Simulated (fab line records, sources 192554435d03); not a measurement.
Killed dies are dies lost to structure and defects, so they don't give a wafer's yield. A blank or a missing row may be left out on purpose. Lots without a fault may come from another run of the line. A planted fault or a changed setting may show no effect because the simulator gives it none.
fab line records | flow n5_finfet
record lots=4 wafers=12 last_day=17
route steps=1938 shown BEOL_M14@1753 BEOL_M15@1773 PASSIVATION@1936
lots that met no fault: from a run of the same line without faults
start_h: hours from the record's first day to the start of the lot's first wafer shown | wait_h: hours since the lot's step before | " the same as in the row above | L1.1+2: a row that stands for several wafers | - no value, or no start given | * or withheld: withheld | < > ~ a bound
route shown NAME@n: a module of which the file shows steps, and the number in the route of the first | usual: mean/standard deviation of fault-free wafers | same: alike in all rows | chamber/n: place in a boat | sites: the reading at each site | _std_site: their standard deviation | _edge_site: outer sites' mean less inner sites' | radius_mm: how far each site lies from the wafer's centre | mask NAME#n: copy n | behind: the tool/chamber that last shaped the wafer | hold: why the lot was held/for how many hours/how that ended | device: the transistor (n, p or np) that didn't switch | end of line: the same wafers' tests at the end of the route | a step without rows: its recipe alone | killed: dies lost to structure and defects at the first sort, not the wafer's yield | map: a wafer's dies, x killed, . not, _ none there
set.NAME: the setting as run; set.NAME@STEP: as run at that earlier step | model.NAME: the simulator's own value behind a step, which no gauge read
lots at some steps of the route; a table a step, a row a wafer
services: from which hour (start_h, from the record's first day; less than 0 if before it) a tool's chamber was out of use, for how many hours, and why
## steps
# step N5_BEOL_M14_TRENCH_ETCH_34
# recipe chemistry=C4F8/O2/Ar target=SiO2 target_depth_a=5566.5 mask_material=SOC he_inner_torr=15 he_outer_torr=30 time_s=126.9 ion_energy_ev=800 pressure_mtorr=20 source_w=1905 bias_w=2040 Ar_flow_sccm=400 C4F8_flow_sccm=16 O2_flow_sccm=12
# step N5_BEOL_M14_STRIP_70
# recipe chemistry=C4F8/O2/Ar resist=SiARC rf_frequency_hz=6e+07
# step N5_BEOL_M14_STRIP_37
# recipe chemistry=O2 power_w=600 temp_c=60 pressure_mtorr=30 rf_frequency_hz=6e+07 bias_power_w=0 overash_fraction=0.3 o2_flow_sccm=225
# step N5_BEOL_M14_ETCH_38
# recipe chemistry=CF4/N2 target=SiCN target_depth_a=1065 taper_deg=2 time_s=120.6 ion_energy_ev=150 mask_material=SiO2 pressure_mtorr=40 source_w=430 bias_w=70 Ar_flow_sccm=100 cf4_flow_sccm=60 n2_flow_sccm=60
# step N5_BEOL_M14_PRECLEAN_39
# recipe chemistry=residue_remover time_s=60 temp_c=40
# step N5_BEOL_M14_SRD_40
# recipe time_s=30 temp_c=23 rinse_liquid=diw dry=n2_spin spin_rpm=1500 dry_time_s=30
# step N5_BEOL_M14_DEGAS_41
# recipe ambient=vacuum temp_c=300 time_s=60
# step N5_BEOL_M14_PRE_CLEAN_42
# recipe gas=H2/He time_s=30 temp_c=300
# step N5_BEOL_M14_SPUTTER_43
# recipe material=TaN target_thk_a=150 temp_c=50 bias_v=168.6 power_w=15000 chamber_pressure_pa=0.12 time_s=24.19
# step N5_BEOL_M14_SPUTTER_44
# recipe material=Ta target_thk_a=150 temp_c=50 bias_v=80 power_w=15000 chamber_pressure_pa=0.07 time_s=24.19
# step N5_BEOL_M14_SPUTTER_45
# recipe material=Cu target_thk_a=1000 temp_c=-20 bias_v=60 power_w=26000 chamber_pressure_pa=0.13 time_s=16.67
# step N5_BEOL_M14_ECD_47
# recipe material=Cu target_thk_a=12480
# columns lot.wafer tool chamber start_h wait_h
L731.3+4+6 ecd_cu-01 1,0,0 282.88 0.1
L737.3+4+5 ecd_cu-01 1,0,1 343.41 0.1
L738.2+3+4 ecd_cu-01 0,0,1 343.80 0.1
L746.2+3+4 ecd_cu-02 1,0,1 391.51 0.1
# step N5_BEOL_M14_ANNEAL_48
# recipe temp_c=225 time_s=90 ambient=N2
# step N5_BEOL_M14_CMP_49
# recipe stop_on=SiO2 t_overpolish_s=5.2 down_force_psi=2 platen_rpm=80 clearing_platen_down_force_psi=2 clearing_platen_rpm=80 post_cmp_clean=cu_alkaline target_thk_nm=560 clearing_platen_pad_velocity_m_s=1.5917 pad_velocity_m_s=1.5917
# step N5_BEOL_M14_PRE_CLEAN_52
# recipe gas=NH3 time_s=15 temp_c=withheld rf_power_w=300
# step N5_BEOL_M14_DEP_53
# recipe material=SiCN target_thk_a=500 temp_c=withheld precursor=3MS/NH3 pressure_torr=3 rf_w=675 time_s=17.8
# step N5_BEOL_M15_ILD_DEP_00
# recipe material=SiO2 target_thk_a=16293 temp_c=400 precursor=TEOS/O2 pressure_torr=6.5 rf_w=900 teos_flow_sccm=161.4 gas=O2 flow_sccm=2650 time_s=346.1
# step N5_BEOL_M15_COAT_58
# recipe resist=BARC temp_c=205 time_s=60 spin_rpm=1500 resist_thk_nm=89
# step N5_BEOL_M15_COAT_04
# recipe spin_rpm=1704 resist_thk_nm=800
# step N5_BEOL_M15_EBR_06
# recipe solvent=PGMEA ebr_width_mm=1.5
# step N5_BEOL_M15_SOFTBAKE_05
# recipe temp_c=130 time_s=60
# step N5_BEOL_M15_EXPOSE_07
# recipe mask_id=V14 na=0.8 source_shape=annular sigma_inner=0.5 sigma_outer=0.8 polarization=unpolarized attpsm_phase_deg=180 dose_mj=41.25
# step N5_BEOL_M15_PEB_08
# recipe peb_temp_c=130 peb_time_s=90
# step N5_BEOL_M15_DEVELOP_09
# recipe develop_time_s=45 rinse_liquid=diw dry=air_spin dev_temp_c=21
# step N5_BEOL_M15_HARDBAKE_14
# recipe temp_c=130 time_s=120
# step N5_BEOL_M15_DESCUM_15
# recipe chemistry=O2 time_s=7.9 source_power_w=50 bias_power_w=20 pressure_mtorr=20 rf_frequency_hz=2.712e+07 temp_c=40 o2_flow_sccm=225
# step N5_BEOL_M15_ETCH_59
# recipe chemistry=N2/H2 target=BARC target_depth_a=890 overetch_a=267 time_s=67.9 ion_energy_ev=200 pressure_mtorr=30 source_w=840 bias_w=150 n2_flow_sccm=200 h2_flow_sccm=200
# step N5_BEOL_M15_VIA_ETCH_16
# recipe chemistry=C4F8/O2/Ar target=SiO2 he_inner_torr=15 he_outer_torr=30 target_depth_a=17922 time_s=withheld ion_energy_ev=800 pressure_mtorr=20 source_w=1905 bias_w=2040 Ar_flow_sccm=400 C4F8_flow_sccm=16 O2_flow_sccm=12 ends=cleared
# step N5_BEOL_M15_STRIP_63
# recipe chemistry=O2 power_w=600 temp_c=60 pressure_mtorr=30 rf_frequency_hz=6e+07 bias_power_w=0 overash_fraction=0.3 o2_flow_sccm=225
# step N5_BEOL_M15_STRIP_64
# recipe chemistry=O2 power_w=600 temp_c=60 pressure_mtorr=30 rf_frequency_hz=6e+07 bias_power_w=0 overash_fraction=0.3 o2_flow_sccm=225
# step N5_BEOL_M15_STRIP_65
# recipe chemistry=post_etch_residue_remover time_s=60 temp_c=25 remover_ph=withheld remover_water_wt_pct=withheld remover_fluoride_wt_pct=withheld
# step N5_BEOL_M15_SRD_66
# recipe time_s=30 temp_c=23 rinse_liquid=diw dry=n2_spin spin_rpm=1500 dry_time_s=30
# step N5_BEOL_M15_COAT_56
# recipe resist=SOC temp_c=250 time_s=60 spin_rpm=1500 resist_thk_nm=550
# step N5_PASSIVATION_PROBE_49
# usual defect_limited_yield=91.5/1.3 killed_at_M0_to_M3=36/10 killed_at_M4_up=13/4.7 killed_at_contacts=13/6.7 killed_at_front_end=37/9.7 killed_at_other=2.6/2.3 killed_dies=101/15 killed_on_rim=14/4.3 killed_open=67/12 killed_short=32/6.7 sort_bin_5_function=5.0/0.89 sort_bin_6_memory=3.2/0.63 sort_n_pass=1079/16 sort_yield_pct=91.4/1.4
# same gross_dies=1180 killed_at_back_side=0 sort_bin_4_leakage[%]=0 sort_bin_8_speed[%]=0
# columns lot.wafer tool chamber start_h wait_h defect_limited_yield[%] killed_at_M0_to_M3 killed_at_M4_up killed_at_contacts killed_at_front_end killed_at_other killed_dies killed_on_rim killed_open killed_short sort_bin_5_function[%] sort_bin_6_memory[%] sort_n_pass sort_yield_pct[%]
L731.3 prober-02 - 309.52 0.1 91.4 35 10 16 37 3 101 12 71 29 5.5 2.9 1079 91.4
L731.4 prober-02 - 309.57 0.2 90.6 26 16 14 52 3 111 12 64 45 6.1 2.8 1069 90.6
L731.6 prober-02 - 309.67 0.3 92.0 37 12 14 29 2 94 13 58 34 4.6 3.1 1086 92.0
L737.4 prober-01 - 364.20 0.2 59.2 45 395 10 29 2 481 66 55 35 26.0 11.6 699 59.2
L738.2 prober-02 - 368.38 0.1 61.4 20 385 6 33 11 455 50 53 22 24.0 13.3 725 61.4
L738.3 prober-02 - 368.43 0.1 61.4 30 389 6 26 5 456 63 50 24 24.7 11.4 724 61.4
L738.4 prober-02 - 368.48 0.2 93.2 30 7 4 35 4 80 9 50 27 4.2 2.5 1100 93.2
L746.2 prober-02 - 415.86 0.1 92.5 26 10 9 40 3 88 13 54 29 4.7 2.5 1092 92.5
L746.3 prober-02 - 415.91 0.1 90.2 29 9 25 50 3 116 18 63 43 4.9 3.8 1064 90.2
L746.4 prober-02 - 415.96 0.2 89.1 34 21 20 52 2 129 11 88 39 6.4 4.2 1051 89.1
# killed by level:class
L731.3 MOL_CONTACT_COAG:geometric_particle:open=11 FIN_SAQP:geometric_particle:open=8 BEOL_M1:geometric_particle:open=8 BEOL_M3:geometric_particle:open=8 STARTING-WAFER:geometric_particle:open=7 DUMMY_GATE:geometric_particle:open=6 MOL_CONTACT_COAG:geometric_particle:short=5 FIN_SAQP:geometric_particle:short=4
L731.4 MOL_CONTACT_COAG:geometric_particle:open=12 FIN_SAQP:geometric_particle:short=11 BEOL_M4:geometric_particle:open=8 FIN_SAQP:geometric_particle:open=7 STI_FIN_REVEAL:geometric_particle:open=7 DUMMY_GATE:geometric_particle:open=7 BEOL_M3:geometric_particle:open=7 ILD0:geometric_particle:short=5
L731.6 BEOL_M1:geometric_particle:open=13 MOL_CONTACT_COAG:geometric_particle:open=11 BEOL_M0_SAQP:geometric_particle:short=8 BEOL_M0_SAQP:geometric_particle:open=7 BEOL_M3:geometric_particle:open=5 FIN_SAQP:geometric_particle:open=4 FIN_SAQP:geometric_particle:short=4 GATE_CUT:geometric_particle:short=4
L737.4 BEOL_M14:unspecified=389 BEOL_M0_SAQP:geometric_particle:open=16 BEOL_M0_SAQP:geometric_particle:short=11 MOL_CONTACT_COAG:geometric_particle:open=8 BEOL_M2:geometric_particle:open=6 FIN_SAQP:geometric_particle:short=5 BEOL_M1:geometric_particle:open=5 FIN_SAQP:geometric_particle:open=4
L738.2 BEOL_M14:unspecified=379 FIN_SAQP:geometric_particle:short=7 MOL_CONTACT_COAG:geometric_particle:open=6 BEOL_M3:geometric_particle:open=6 STI_FIN_REVEAL:geometric_particle:open=5 BEOL_M2:geometric_particle:open=5 FIN_SAQP:geometric_particle:open=4 DUMMY_GATE:geometric_particle:open=4
L738.3 BEOL_M14:unspecified=379 BEOL_M3:geometric_particle:open=8 STI_FIN_REVEAL:geometric_particle:open=6 BEOL_M1:geometric_particle:open=6 FIN_SAQP:geometric_particle:short=5 DUMMY_GATE:geometric_particle:open=4 MOL_CONTACT_COAG:geometric_particle:open=4 BEOL_M7:geometric_particle:open=4
L738.4 STI_FIN_REVEAL:geometric_particle:open=8 BEOL_M1:geometric_particle:open=8 FIN_SAQP:geometric_particle:short=6 DUMMY_GATE:geometric_particle:open=6 BEOL_M2:geometric_particle:open=6 BEOL_M3:geometric_particle:open=5 BEOL_M0_SAQP:geometric_particle:open=4 BEOL_M0_SAQP:geometric_particle:short=4
L746.2 FIN_SAQP:geometric_particle:open=8 MOL_CONTACT_COAG:geometric_particle:open=7 BEOL_M1:geometric_particle:open=6 STI_FIN_REVEAL:geometric_particle:open=5 GATE_CUT:geometric_particle:short=5 FIN_SAQP:geometric_particle:short=4 BEOL_M3:geometric_particle:open=4 BEOL_M4:geometric_particle:open=4
L746.3 MOL_CONTACT_COAG:geometric_particle:open=20 STI_FIN_REVEAL:geometric_particle:open=12 HKMG_FIN:area_etch=9 BEOL_M2:geometric_particle:open=8 FIN_SAQP:geometric_particle:short=6 BEOL_M1:geometric_particle:short=6 GATE_CUT:geometric_particle:short=5 MOL_CONTACT_COAG:geometric_particle:short=5
L746.4 STI_FIN_REVEAL:geometric_particle:open=20 MOL_CONTACT_COAG:geometric_particle:open=15 FIN_SAQP:geometric_particle:short=11 BEOL_M2:geometric_particle:open=8 FIN_SAQP:geometric_particle:open=5 MOL_CONTACT_COAG:geometric_particle:short=5 BEOL_M0_SAQP:geometric_particle:short=5 BEOL_M1:geometric_particle:open=5
# map L737.4 (x killed, . not)
_________________x..x........________________
______________x..x..xx..x...x.x._____________
___________x....x...xxxx...xx.xx.x.__________
__________x.......xxxxxxx...xx....x._________
________..xx...xx.xx....x.xx..x.xxx..x_______
_______..xx....xx.......x...xx.x....xxx______
______.....xxx.....x..x.xxx.....xx....xx_____
_____x...xxxx....xx.xx.xx.x.......x..x...____
____x.x........xx..x..xx...xx..xxx.xx.x.x.___
___xxxx..x......xxxx.x..xx.x....x...x...xx.__
___..xx.x...x..x.x.x.x....xx.xx.x...x..x.x.__
__xx...x...x..x.xx.x.xx...xx.x.x..x.x..x.x.._
__...x.x..x.x.x.x......xx.x..xx.x..xx..x.x.._
_xxxx...x...x.x.xx...x..x..x..xx.x....xxx.xx.
_.xx.xx.x.........x..xxxx.....x.x....x....x..
_.....xx..x.x..xx.x.....x...xx...xxx....x..x.
_.xxxx.x..x..x.x.....xx..x.xxx.....x..x..xx.x
_x....x......xxx.xx.x...x..x..xxx..x....xxx..
_....x.....x.x.x.x...xxxx..x.x.x....x.x.x..x.
_.x..x.x...xxx...xx.xxx.xx..xxxx.x.x.x.x.xx..
_.xxx.x..xx......x..x..x.....xx..x..........x
__x..xx.xxxx...x...x.x..x......xxx.x..xx...x_
__x...xx.x.xxxxx...xxxx..xx..x.x.xx........x_
___x...xxx.xx......xx...x.x...xx......xx.x.__
___x..xxx.x..x.xxxx..xx..x......xxx.xx.....__
____x.x........x.x.x.xx.xx.x....x...x..xxx___
_____.xx.x...x...x.x.xxxxx.x...x...x.xxx.____
______....x.xx.x.....xxx.xxxxxx...x....x_____
_______xxxxxx..x..........x......x...x.______
________xx.x.xxx.....xxxx....xx.xx.x.._______
__________..x...xx.x...x..xxxx...x.._________
___________.xxx...xxx.xx.......xxxx__________
______________.x.....xx.x.xxxxx._____________
_________________xx.x......xx________________
# map L738.3 (x killed, . not)
_________________..xxx.xx..xx________________
______________.xxx..xxxxx...xx.x_____________
___________x.x......x.xxxxx....x..x__________
__________x.x.xx.xx.x..x.xx...xx...x_________
________.x.x....x.......x.......xx...x_______
_______...x.x.x.x.x...x.xx.xx.x.x...x..______
______x.x.xxx.x.xxx.x..x.x...x....xxxx.._____
_____...x...x...xx..x.x.x...xx....x.x.x.x____
____x.x.x.xx.x..x..xx..x....xxx.....x.x...___
___...xx...xx.x..x...xx.......x..x...xx.x.x__
___x.x.x..x..xxx..xxxx........xx....x...x..__
__.xx..x..x......xxx.x..x.......xx..x..x...x_
__..x.........x.x.x.x.xx..xxxx..x.x...x...x._
_x.x....x..x....x..x...xxxxx.....xx..xx....x.
_..x...............xx..xx...x....xx.x.x....x.
_x......x.......xxx..x.x..x.x.......x...xxxx.
_..x..xxx.x..xxxxxx.xxxx..x..xx..x.x.x...x..x
_......x..xx..x.....x..xxx.x.....xx.xx.....xx
_x.x.....x.xx.....xx..x...xxx.xx.x..x.x..x...
_......xx.xxxxx.x.x...xx..x.x.xxxx.x.....x.xx
_...x......x.x.x....xx..xxxx.xxx.x.xx.x.x...x
__..x..xxx.xxx.....x.x........x.x.x.x..x.x.x_
__.x..x...x.xx.x.xxxxxx.x..x.x...xx.xx...xxx_
___..x........x....xxx.x.xxx....xx...xx...x__
___..xx.x...xx..xx.x........x.xx.....x.x...__
____..........x..xx...xx.x....x..x...xxxx.___
_____.x..x.x..x..xx..x.x.xx..x.........xx____
______..x....x....xx...x.x.....x.....x.x_____
_______xxxxx..xx..xx...x.x...x.x....x..______
________.....xxxx..x...x..x..x....xx.x_______
__________x..xx.....x....xxxx...x..._________
___________x....xx...x.....x...xx.x__________
______________....xxx.xx.x.xx..._____________
_________________xxxxxxx.....________________
## services
# columns tool chamber start_h hours kind
ecd_cu-01 - 284.09 5.8 pm
ecd_cu-01 - 301.53 0.3 repair
## key
first_sign step=N5_PASSIVATION_PROBE_49 reading=killed_at_M4_up direction=up sigmas=81 usual=13 struck=390
effect step=N5_PASSIVATION_PROBE_49 reading=defect_limited_yield direction=down sigmas=24 usual=91.5 struck=60.7
more_kills_born_at N5_BEOL_M14_ECD_47@ecd_cu-01=1147
met_at N5_BEOL_M14_ECD_47
struck_wafers L737.4,L738.2,L738.3
onset_between 282.88 343.41
fault kind=chamber_particle_source tool=ecd_cu-01 chamber=0 onset_h=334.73 steps=N5_BEOL_M14_ECD_47 rate_per_visit_cm2=0.7651 end_h=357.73
